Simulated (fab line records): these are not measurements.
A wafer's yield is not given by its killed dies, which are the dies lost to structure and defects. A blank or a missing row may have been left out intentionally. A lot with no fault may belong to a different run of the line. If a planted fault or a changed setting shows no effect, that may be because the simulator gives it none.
What tool caused it? / flow n5 finfet / 72 wafers from 24 lots sampled at 2 of the route's 1938 steps

== WHAT THE GAUGES SHOWED, per wafer ==
N5_BEOL_M2_CD_MEAS_35: target cd 18 nm, target cd y 22.2 nm.
lot=L074; measured=day 6 21:47; on=cd sem-01; cd nm (nm)=18.17 17.80 18.37
lot=L076; measured=day 7 08:05; on=cd sem-02; cd nm (nm)=17.89 17.39 17.61
lot=L075; measured=day 7 13:25; on=cd sem-02; cd nm (nm)=17.85 18.31 18.67
lot=L078; measured=day 8 08:35; on=cd sem-02; cd nm (nm)=17.84 18.03 18.06
lot=L077; measured=day 8 13:58; on=cd sem-01; cd nm (nm)=18.46 17.88 18.04
lot=L079; measured=day 9 05:42; on=cd sem-01; cd nm (nm)=17.86 18.02 17.85
lot=L080; measured=day 9 07:14; on=cd sem-02; cd nm (nm)=17.69 18.15 18.27
lot=L083; measured=day 9 07:29; on=cd sem-01; cd nm (nm)=17.81 18.00 17.96
lot=L081; measured=day 9 10:37; on=cd sem-02; cd nm (nm)=17.80 17.55 18.06
lot=L084; measured=day 9 19:22; on=cd sem-01; cd nm (nm)=18.18 18.09 17.98
lot=L085; measured=day 9 22:57; on=cd sem-01; cd nm (nm)=17.77 18.40 18.29
lot=L087; measured=day 10 02:31; on=cd sem-02; cd nm (nm)=18.23 17.66 17.93
lot=L082; measured=day 10 05:47; on=cd sem-02; cd nm (nm)=18.56 18.18 18.17
lot=L086; measured=day 10 05:53; on=cd sem-01; cd nm (nm)=17.95 18.01 17.56
lot=L090; measured=day 10 18:10; on=cd sem-02; cd nm (nm)=17.67 18.20 18.44
lot=L088; measured=day 10 22:52; on=cd sem-01; cd nm (nm)=18.40 17.92 17.71
lot=L089; measured=day 11 12:23; on=cd sem-01; cd nm (nm)=17.80 17.95 17.66
lot=L091; measured=day 11 20:05; on=cd sem-03; cd nm (nm)=17.97 17.73 17.78
lot=L092; measured=day 12 01:20; on=cd sem-02; cd nm (nm)=17.51 18.50 17.88
lot=L093; measured=day 12 01:22; on=cd sem-01; cd nm (nm)=17.84 18.11 18.12
lot=L096; measured=day 12 11:34; on=cd sem-01; cd nm (nm)=18.12 17.84 17.91
lot=L095; measured=day 12 11:37; on=cd sem-03; cd nm (nm)=18.05 18.37 18.61
lot=L094; measured=day 12 17:11; on=cd sem-02; cd nm (nm)=18.38 18.28 17.72
lot=L097; measured=day 13 05:41; on=cd sem-03; cd nm (nm)=17.90 17.65 17.76

== EACH LOT AND THE TOOL THAT RAN IT (in order: tool; ch and the chambers of the sampled wafers; start) ==
lot=L074; N5_BEOL_M2_VIA_ETCH_34=rie diel-06 ch 1,3, day 6 21:23
lot=L076; N5_BEOL_M2_VIA_ETCH_34=rie diel-01 ch 0,2, day 7 07:41
lot=L075; N5_BEOL_M2_VIA_ETCH_34=rie diel-06 ch 0,2, day 7 13:00
lot=L078; N5_BEOL_M2_VIA_ETCH_34=rie diel-03 ch 2,3, day 8 08:10
lot=L077; N5_BEOL_M2_VIA_ETCH_34=rie diel-01 ch 0,2,3, day 8 13:34
lot=L079; N5_BEOL_M2_VIA_ETCH_34=rie diel-06 ch 2,3, day 9 05:17
lot=L080; N5_BEOL_M2_VIA_ETCH_34=rie diel-06 ch 1,3, day 9 06:50
lot=L083; N5_BEOL_M2_VIA_ETCH_34=rie diel-01 ch 1,2, day 9 07:05
lot=L081; N5_BEOL_M2_VIA_ETCH_34=rie diel-03 ch 2,3, day 9 10:13
lot=L084; N5_BEOL_M2_VIA_ETCH_34=rie diel-03 ch 0,1,2, day 9 18:57
lot=L085; N5_BEOL_M2_VIA_ETCH_34=rie diel-01 ch 0,1,3, day 9 22:32
lot=L087; N5_BEOL_M2_VIA_ETCH_34=rie diel-03 ch 0,1,2, day 10 02:05
lot=L082; N5_BEOL_M2_VIA_ETCH_34=rie diel-03 ch 0,3, day 10 05:22
lot=L086; N5_BEOL_M2_VIA_ETCH_34=rie diel-06 ch 0,2,3, day 10 05:28
lot=L090; N5_BEOL_M2_VIA_ETCH_34=rie diel-01 ch 0,2, day 10 17:46
lot=L088; N5_BEOL_M2_VIA_ETCH_34=rie diel-06 ch 1,2,3, day 10 22:28
lot=L089; N5_BEOL_M2_VIA_ETCH_34=rie diel-01 ch 1,2, day 11 11:59
lot=L091; N5_BEOL_M2_VIA_ETCH_34=rie diel-01 ch 0,2, day 11 19:41
lot=L092; N5_BEOL_M2_VIA_ETCH_34=rie diel-01 ch 0,1,2, day 12 00:55
lot=L093; N5_BEOL_M2_VIA_ETCH_34=rie diel-03 ch 2,3, day 12 00:57
lot=L096; N5_BEOL_M2_VIA_ETCH_34=rie diel-01 ch 0,2, day 12 11:09
lot=L095; N5_BEOL_M2_VIA_ETCH_34=rie diel-06 ch 0,3, day 12 11:11
lot=L094; N5_BEOL_M2_VIA_ETCH_34=rie diel-03 ch 0,1,2, day 12 16:47
lot=L097; N5_BEOL_M2_VIA_ETCH_34=rie diel-03 ch 1,2, day 13 05:17
- N5_BEOL_M2_VIA_ETCH_34: etches the open film in C4F6/O2, target depth 69.4 nm, time 65.9 s.

== WHAT THE TOOLS THEMSELVES READ (means of the sampled wafers that have a number; where no wafer has one, the mark that the record gives instead) ==
N5_BEOL_M2_VIA_ETCH_34.
lot=L074; tool=rie diel-06; drypump motor current A (A)=5.7; oes product au (a.u.)=0.85; rf vpp V (V)=663; showerhead plenum p Torr (Torr)=2.81; throttle valve pct (%)=31.0
lot=L076; tool=rie diel-01; drypump motor current A (A)=5.8; oes product au (a.u.)=0.79; rf vpp V (V)=673; showerhead plenum p Torr (Torr)=2.90; throttle valve pct (%)=31.1
lot=L075; tool=rie diel-06; drypump motor current A (A)=6.1; oes product au (a.u.)=0.76; rf vpp V (V)=667; showerhead plenum p Torr (Torr)=2.85; throttle valve pct (%)=30.9
lot=L078; tool=rie diel-03; drypump motor current A (A)=5.3; oes product au (a.u.)=0.73; rf vpp V (V)=665; showerhead plenum p Torr (Torr)=2.80; throttle valve pct (%)=30.9
lot=L077; tool=rie diel-01; drypump motor current A (A)=5.8; oes product au (a.u.)=0.84; rf vpp V (V)=670; showerhead plenum p Torr (Torr)=2.84; throttle valve pct (%)=30.8
lot=L079; tool=rie diel-06; drypump motor current A (A)=6.3; oes product au (a.u.)=0.78; rf vpp V (V)=671; showerhead plenum p Torr (Torr)=2.85; throttle valve pct (%)=31.1
lot=L080; tool=rie diel-06; drypump motor current A (A)=5.5; oes product au (a.u.)=0.83; rf vpp V (V)=668; showerhead plenum p Torr (Torr)=2.83; throttle valve pct (%)=30.9
lot=L083; tool=rie diel-01; drypump motor current A (A)=5.6; oes product au (a.u.)=0.79; rf vpp V (V)=667; showerhead plenum p Torr (Torr)=2.89; throttle valve pct (%)=30.6
lot=L081; tool=rie diel-03; drypump motor current A (A)=5.5; oes product au (a.u.)=0.76; rf vpp V (V)=668; showerhead plenum p Torr (Torr)=2.88; throttle valve pct (%)=30.9
lot=L084; tool=rie diel-03; drypump motor current A (A)=5.8; oes product au (a.u.)=0.79; rf vpp V (V)=669; showerhead plenum p Torr (Torr)=2.97; throttle valve pct (%)=30.8
lot=L085; tool=rie diel-01; drypump motor current A (A)=5.7; oes product au (a.u.)=0.86; rf vpp V (V)=665; showerhead plenum p Torr (Torr)=2.81; throttle valve pct (%)=30.6
lot=L087; tool=rie diel-03; drypump motor current A (A)=5.8; oes product au (a.u.)=0.79; rf vpp V (V)=669; showerhead plenum p Torr (Torr)=2.97; throttle valve pct (%)=30.8
lot=L082; tool=rie diel-03; drypump motor current A (A)=5.4; oes product au (a.u.)=0.69; rf vpp V (V)=663; showerhead plenum p Torr (Torr)=2.77; throttle valve pct (%)=31.0
lot=L086; tool=rie diel-06; drypump motor current A (A)=6.0; oes product au (a.u.)=0.78; rf vpp V (V)=668; showerhead plenum p Torr (Torr)=2.85; throttle valve pct (%)=30.9
lot=L090; tool=rie diel-01; drypump motor current A (A)=5.5; oes product au (a.u.)=0.81; rf vpp V (V)=670; showerhead plenum p Torr (Torr)=2.83; throttle valve pct (%)=31.2
lot=L088; tool=rie diel-06; drypump motor current A (A)=6.0; oes product au (a.u.)=0.77; rf vpp V (V)=667; showerhead plenum p Torr (Torr)=2.82; throttle valve pct (%)=31.1
lot=L089; tool=rie diel-01; drypump motor current A (A)=5.7; oes product au (a.u.)=0.74; rf vpp V (V)=670; showerhead plenum p Torr (Torr)=2.90; throttle valve pct (%)=30.9
lot=L091; tool=rie diel-01; drypump motor current A (A)=5.6; oes product au (a.u.)=0.79; rf vpp V (V)=670; showerhead plenum p Torr (Torr)=2.83; throttle valve pct (%)=31.2
lot=L092; tool=rie diel-01; drypump motor current A (A)=5.6; oes product au (a.u.)=0.78; rf vpp V (V)=668; showerhead plenum p Torr (Torr)=2.85; throttle valve pct (%)=30.9
lot=L093; tool=rie diel-03; drypump motor current A (A)=5.4; oes product au (a.u.)=0.75; rf vpp V (V)=667; showerhead plenum p Torr (Torr)=2.87; throttle valve pct (%)=30.9
lot=L096; tool=rie diel-01; drypump motor current A (A)=5.6; oes product au (a.u.)=0.79; rf vpp V (V)=670; showerhead plenum p Torr (Torr)=2.82; throttle valve pct (%)=31.2
lot=L095; tool=rie diel-06; drypump motor current A (A)=5.7; oes product au (a.u.)=0.76; rf vpp V (V)=665; showerhead plenum p Torr (Torr)=2.85; throttle valve pct (%)=30.8
lot=L094; tool=rie diel-03; drypump motor current A (A)=5.8; oes product au (a.u.)=0.87; rf vpp V (V)=668; showerhead plenum p Torr (Torr)=2.96; throttle valve pct (%)=30.7
lot=L097; tool=rie diel-03; drypump motor current A (A)=5.7; oes product au (a.u.)=0.80; rf vpp V (V)=665; showerhead plenum p Torr (Torr)=2.99; throttle valve pct (%)=30.6

== THE ANSWER, worked out from the rows above alone ==
Rule: usual is defined by the lots themselves. Put in order of their means at a reading, lots are off if they are a third of the lots or fewer, leave a main group of 4 or more, and stand apart from it by a gap of 3 or more times the standard deviation of the main group's means; of several such gaps the widest counts. A main group is skipped when, at the precision printed for the reading in the tables above, its means are all equal. A lot without any number at a reading at which 4 lots or more have one is off too. Where the step has rows for the other lots, those lots are counted as sound. The gauges are gone through in route order, then the tools' own readings, and for those a lot's mean is taken as printed above. The first step at which some lot is off is used, and at that step the reading that is off furthest; a lot without a number counts as furthest.
None of the lots is off at any reading shown; this tells nothing.

== WHAT THE SIMULATOR HAD PUT IN ==
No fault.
